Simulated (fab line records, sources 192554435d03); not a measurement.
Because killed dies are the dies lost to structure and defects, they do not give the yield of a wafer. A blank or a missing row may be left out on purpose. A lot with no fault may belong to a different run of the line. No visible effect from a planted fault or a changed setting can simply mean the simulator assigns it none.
Which tool was responsible? / flow n5_finfet / Sampling: 11 lots, 33 wafers, 4 of 1938 route steps

## WHAT THE GAUGES SHOWED, per wafer
The record holds no reading of a measuring or inspecting step that can be judged against a usual standard deviation.

## WHAT TOOL EACH LOT RAN ON (gives the tool, then ch and the chambers of the sampled wafers, and finally the start)
lot=L257; N5_BEOL_M8_DESCUM_33=rie_diel-05 ch 0,1,2, day 9 21:08; N5_BEOL_M8_CURE_75=uv_cure-01 ch 0, day 9 21:53; N5_BEOL_M8_DEGAS_44=pvd_sputter-02, day 9 22:43; N5_BEOL_M8_CMP_52=cmp-02 ch 0,1,2, day 10 01:41
lot=L260; N5_BEOL_M8_DESCUM_33=rie_diel-04 ch 1,2,3, day 10 08:27; N5_BEOL_M8_CURE_75=uv_cure-02 ch 1, day 10 09:47; N5_BEOL_M8_DEGAS_44=pvd_sputter-02, day 10 10:02; N5_BEOL_M8_CMP_52=cmp-03 ch 2,3, day 10 12:28
lot=L267; N5_BEOL_M8_DESCUM_33=rie_diel-05 ch 0,1,3, day 12 10:44; N5_BEOL_M8_CURE_75=uv_cure-02 ch 1, day 12 11:25; N5_BEOL_M8_DEGAS_44=pvd_sputter-03, day 12 11:46; N5_BEOL_M8_CMP_52=cmp-02 ch 1,2,3, day 12 13:33
lot=L268; N5_BEOL_M8_DESCUM_33=rie_diel-06 ch 1,2,3, day 12 12:28; N5_BEOL_M8_CURE_75=uv_cure-01 ch 1, day 12 13:08; N5_BEOL_M8_DEGAS_44=pvd_sputter-02, day 12 13:39; N5_BEOL_M8_CMP_52=cmp-02 ch 0,3, day 12 15:34
lot=L269; N5_BEOL_M8_DESCUM_33=rie_diel-04 ch 0,1,2, day 12 12:47; N5_BEOL_M8_CURE_75=uv_cure-03 ch 0, day 12 13:31; N5_BEOL_M8_DEGAS_44=pvd_sputter-03, day 12 14:00; N5_BEOL_M8_CMP_52=cmp-04 ch 0,1, day 12 16:04
lot=L272; N5_BEOL_M8_DESCUM_33=rie_diel-06 ch 1,3, day 13 08:23; N5_BEOL_M8_CURE_75=uv_cure-02 ch 0, day 13 09:07; N5_BEOL_M8_DEGAS_44=pvd_sputter-03, day 13 09:40; N5_BEOL_M8_CMP_52=cmp-04 ch 1,2,3, day 13 11:03
lot=L273; N5_BEOL_M8_DESCUM_33=rie_diel-05 ch 1,2, day 13 11:14; N5_BEOL_M8_CURE_75=uv_cure-01 ch 1, day 13 12:04; N5_BEOL_M8_DEGAS_44=pvd_sputter-02, day 13 12:31; N5_BEOL_M8_CMP_52=cmp-04 ch 1,2,3, day 13 14:50
lot=L274; N5_BEOL_M8_DESCUM_33=rie_diel-06 ch 1,3, day 14 01:44; N5_BEOL_M8_CURE_75=uv_cure-03 ch 1, day 14 02:34; N5_BEOL_M8_DEGAS_44=pvd_sputter-03, day 14 03:08; N5_BEOL_M8_CMP_52=cmp-02 ch 0,3, day 14 07:36
lot=L277; N5_BEOL_M8_DESCUM_33=rie_diel-05 ch 0,1,2, day 14 16:56; N5_BEOL_M8_CURE_75=uv_cure-03 ch 2, day 14 17:40; N5_BEOL_M8_DEGAS_44=pvd_sputter-01, day 14 18:21; N5_BEOL_M8_CMP_52=cmp-04 ch 0,1,3, day 14 19:38
lot=L276; N5_BEOL_M8_DESCUM_33=rie_diel-06 ch 1,2,3, day 14 17:17; N5_BEOL_M8_CURE_75=uv_cure-01 ch 1, day 14 17:55; N5_BEOL_M8_DEGAS_44=pvd_sputter-02, day 14 18:34; N5_BEOL_M8_CMP_52=cmp-02 ch 1,2, day 14 20:27
lot=L278; N5_BEOL_M8_DESCUM_33=rie_diel-04 ch 0,1, day 14 19:28; N5_BEOL_M8_CURE_75=uv_cure-03 ch 1, day 14 20:05; N5_BEOL_M8_DEGAS_44=pvd_sputter-02, day 14 21:43; N5_BEOL_M8_CMP_52=cmp-02 ch 0,1,3, day 15 00:40
- N5_BEOL_M8_DESCUM_33: chemistry O2, time 7 s.
- N5_BEOL_M8_CURE_75: cures SiCOH lowk, time 120 s.
- N5_BEOL_M8_DEGAS_44: time 60 s.
- N5_BEOL_M8_CMP_52: polishes, stops on SiCOH lowk, t overpolish 6.9 s, target thk 80 nm.

## AS READ BY THE TOOLS THEMSELVES (means over the sampled wafers that have a number; for cases with no such wafer, the mark the record gives instead)
N5_BEOL_M8_DESCUM_33.
lot=L257; tool=rie_diel-05; drypump_motor_current_A (A)=5.5; oes_product_au (a.u.)=0.83; rf_vpp_V (V)=243.9; showerhead_plenum_p_Torr (Torr)=2.14; throttle_valve_pct (%)=20.36
lot=L260; tool=rie_diel-04; drypump_motor_current_A (A)=5.7; oes_product_au (a.u.)=0.78; rf_vpp_V (V)=241.9; showerhead_plenum_p_Torr (Torr)=2.04; throttle_valve_pct (%)=20.52
lot=L267; tool=rie_diel-05; drypump_motor_current_A (A)=5.8; oes_product_au (a.u.)=0.84; rf_vpp_V (V)=244.1; showerhead_plenum_p_Torr (Torr)=2.14; throttle_valve_pct (%)=20.35
lot=L268; tool=rie_diel-06; drypump_motor_current_A (A)=5.2; oes_product_au (a.u.)=0.77; rf_vpp_V (V)=244.1; showerhead_plenum_p_Torr (Torr)=2.12; throttle_valve_pct (%)=20.64
lot=L269; tool=rie_diel-04; drypump_motor_current_A (A)=6.0; oes_product_au (a.u.)=0.73; rf_vpp_V (V)=242.8; showerhead_plenum_p_Torr (Torr)=2.05; throttle_valve_pct (%)=20.47
lot=L272; tool=rie_diel-06; drypump_motor_current_A (A)=5.4; oes_product_au (a.u.)=0.75; rf_vpp_V (V)=243.0; showerhead_plenum_p_Torr (Torr)=2.12; throttle_valve_pct (%)=20.72
lot=L273; tool=rie_diel-05; drypump_motor_current_A (A)=5.2; oes_product_au (a.u.)=0.82; rf_vpp_V (V)=243.0; showerhead_plenum_p_Torr (Torr)=2.07; throttle_valve_pct (%)=20.23
lot=L274; tool=rie_diel-06; drypump_motor_current_A (A)=5.1; oes_product_au (a.u.)=0.81; rf_vpp_V (V)=244.2; showerhead_plenum_p_Torr (Torr)=2.17; throttle_valve_pct (%)=20.60
lot=L277; tool=rie_diel-05; drypump_motor_current_A (A)=5.4; oes_product_au (a.u.)=0.78; rf_vpp_V (V)=243.2; showerhead_plenum_p_Torr (Torr)=2.13; throttle_valve_pct (%)=20.42
lot=L276; tool=rie_diel-06; drypump_motor_current_A (A)=5.3; oes_product_au (a.u.)=0.76; rf_vpp_V (V)=243.6; showerhead_plenum_p_Torr (Torr)=2.11; throttle_valve_pct (%)=20.67
lot=L278; tool=rie_diel-04; drypump_motor_current_A (A)=5.8; oes_product_au (a.u.)=0.79; rf_vpp_V (V)=241.5; showerhead_plenum_p_Torr (Torr)=2.02; throttle_valve_pct (%)=20.24

N5_BEOL_M8_CURE_75.
lot=L257; tool=uv_cure-01; lamp_power_pct (%)=52.32; run_length_s (s)=181.2; wafer_temp_C_max=371.8
lot=L260; tool=uv_cure-02; lamp_power_pct (%)=52.33; run_length_s (s)=178.5; wafer_temp_C_max=371.3
lot=L267; tool=uv_cure-02; lamp_power_pct (%)=52.32; run_length_s (s)=178.5; wafer_temp_C_max=371.3
lot=L268; tool=uv_cure-01; lamp_power_pct (%)=-; run_length_s (s)=-; wafer_temp_C_max=-
lot=L269; tool=uv_cure-03; lamp_power_pct (%)=-; run_length_s (s)=-; wafer_temp_C_max=-
lot=L272; tool=uv_cure-02; lamp_power_pct (%)=52.31; run_length_s (s)=178.5; wafer_temp_C_max=372.0
lot=L273; tool=uv_cure-01; lamp_power_pct (%)=52.28; run_length_s (s)=177.8; wafer_temp_C_max=371.8
lot=L274; tool=uv_cure-03; lamp_power_pct (%)=52.28; run_length_s (s)=182.4; wafer_temp_C_max=371.5
lot=L277; tool=uv_cure-03; lamp_power_pct (%)=52.36; run_length_s (s)=177.8; wafer_temp_C_max=371.7
lot=L276; tool=uv_cure-01; lamp_power_pct (%)=52.28; run_length_s (s)=177.7; wafer_temp_C_max=372.2
lot=L278; tool=uv_cure-03; lamp_power_pct (%)=52.34; run_length_s (s)=178.6; wafer_temp_C_max=371.0

N5_BEOL_M8_DEGAS_44.
lot=L257; tool=pvd_sputter-02; heater_power_w (W)=348
lot=L260; tool=pvd_sputter-02; heater_power_w (W)=345
lot=L267; tool=pvd_sputter-03; heater_power_w (W)=317
lot=L268; tool=pvd_sputter-02; heater_power_w (W)=352
lot=L269; tool=pvd_sputter-03; heater_power_w (W)=323
lot=L272; tool=pvd_sputter-03; heater_power_w (W)=314
lot=L273; tool=pvd_sputter-02; heater_power_w (W)=346
lot=L274; tool=pvd_sputter-03; heater_power_w (W)=312
lot=L277; tool=pvd_sputter-01; heater_power_w (W)=307
lot=L276; tool=pvd_sputter-02; heater_power_w (W)=345
lot=L278; tool=pvd_sputter-02; heater_power_w (W)=350

N5_BEOL_M8_CMP_52.
lot=L257; tool=cmp-02; barrier_field_endpoint_s (s)=28.3; clearing_platen_down_force_psi (psi)=1.503; clearing_platen_rpm (rpm)=49.99; motor_current_A (A)=6.5; overpolish_run_s (s)=6.896; time_to_endpoint_s (s)=56
lot=L260; tool=cmp-03; barrier_field_endpoint_s (s)=29.3; clearing_platen_down_force_psi (psi)=1.496; clearing_platen_rpm (rpm)=50.04; motor_current_A (A)=6.1; overpolish_run_s (s)=6.898; time_to_endpoint_s (s)=64
lot=L267; tool=cmp-02; barrier_field_endpoint_s (s)=28.3; clearing_platen_down_force_psi (psi)=1.500; clearing_platen_rpm (rpm)=50.00; motor_current_A (A)=6.4; overpolish_run_s (s)=6.910; time_to_endpoint_s (s)=60
lot=L268; tool=cmp-02; barrier_field_endpoint_s (s)=29.4; clearing_platen_down_force_psi (psi)=1.496; clearing_platen_rpm (rpm)=50.01; motor_current_A (A)=6.7; overpolish_run_s (s)=6.899; time_to_endpoint_s (s)=64
lot=L269; tool=cmp-04; barrier_field_endpoint_s (s)=28.3; clearing_platen_down_force_psi (psi)=1.500; clearing_platen_rpm (rpm)=50.01; motor_current_A (A)=6.7; overpolish_run_s (s)=6.902; time_to_endpoint_s (s)=63
lot=L272; tool=cmp-04; barrier_field_endpoint_s (s)=30.5; clearing_platen_down_force_psi (psi)=1.502; clearing_platen_rpm (rpm)=50.00; motor_current_A (A)=7.0; overpolish_run_s (s)=6.904; time_to_endpoint_s (s)=68
lot=L273; tool=cmp-04; barrier_field_endpoint_s (s)=29.3; clearing_platen_down_force_psi (psi)=1.500; clearing_platen_rpm (rpm)=50.03; motor_current_A (A)=6.5; overpolish_run_s (s)=6.905; time_to_endpoint_s (s)=66
lot=L274; tool=cmp-02; barrier_field_endpoint_s (s)=29.6; clearing_platen_down_force_psi (psi)=1.499; clearing_platen_rpm (rpm)=50.00; motor_current_A (A)=6.7; overpolish_run_s (s)=6.899; time_to_endpoint_s (s)=63
lot=L277; tool=cmp-04; barrier_field_endpoint_s (s)=29.2; clearing_platen_down_force_psi (psi)=1.499; clearing_platen_rpm (rpm)=49.98; motor_current_A (A)=6.4; overpolish_run_s (s)=6.903; time_to_endpoint_s (s)=65
lot=L276; tool=cmp-02; barrier_field_endpoint_s (s)=28.1; clearing_platen_down_force_psi (psi)=1.498; clearing_platen_rpm (rpm)=50.02; motor_current_A (A)=6.3; overpolish_run_s (s)=6.897; time_to_endpoint_s (s)=58
lot=L278; tool=cmp-02; barrier_field_endpoint_s (s)=28.7; clearing_platen_down_force_psi (psi)=1.501; clearing_platen_rpm (rpm)=50.01; motor_current_A (A)=6.6; overpolish_run_s (s)=6.897; time_to_endpoint_s (s)=59

## THE ANSWER, worked out from the rows above alone
Rule: what is usual is taken from the lots themselves. Put in order of their means at a reading, lots are off if they are a third of the lots or fewer, leave a main group of 4 or more, and stand apart from it by a gap of 3 or more times the standard deviation of the main group's means; of several such gaps the widest counts. A main group is skipped when, at the precision printed for the reading in the tables above, its means are all equal. Also off: a lot with no number at a reading for which 4 or more lots have one. All remaining lots with rows at the step are treated as sound. Order of review: gauges by route order, followed by the tools' own readings, for which a lot's mean as printed above is used. At the first step where some lot is off, the reading lying furthest off is the one used; lots without a number count as furthest.
Off, at N5_BEOL_M8_CURE_75 on lamp_power_pct: L268, L269. Without a number there: L268, L269. For the main group the mean is 52.31 % and the standard deviation 0.027.
If a tool, at that step or one of the process steps before it, ran each lot that is off and ran no sound lot following the first of them, it fits. Of those tried, none fits.

## WHAT HAD BEEN PUT IN BY THE SIMULATOR
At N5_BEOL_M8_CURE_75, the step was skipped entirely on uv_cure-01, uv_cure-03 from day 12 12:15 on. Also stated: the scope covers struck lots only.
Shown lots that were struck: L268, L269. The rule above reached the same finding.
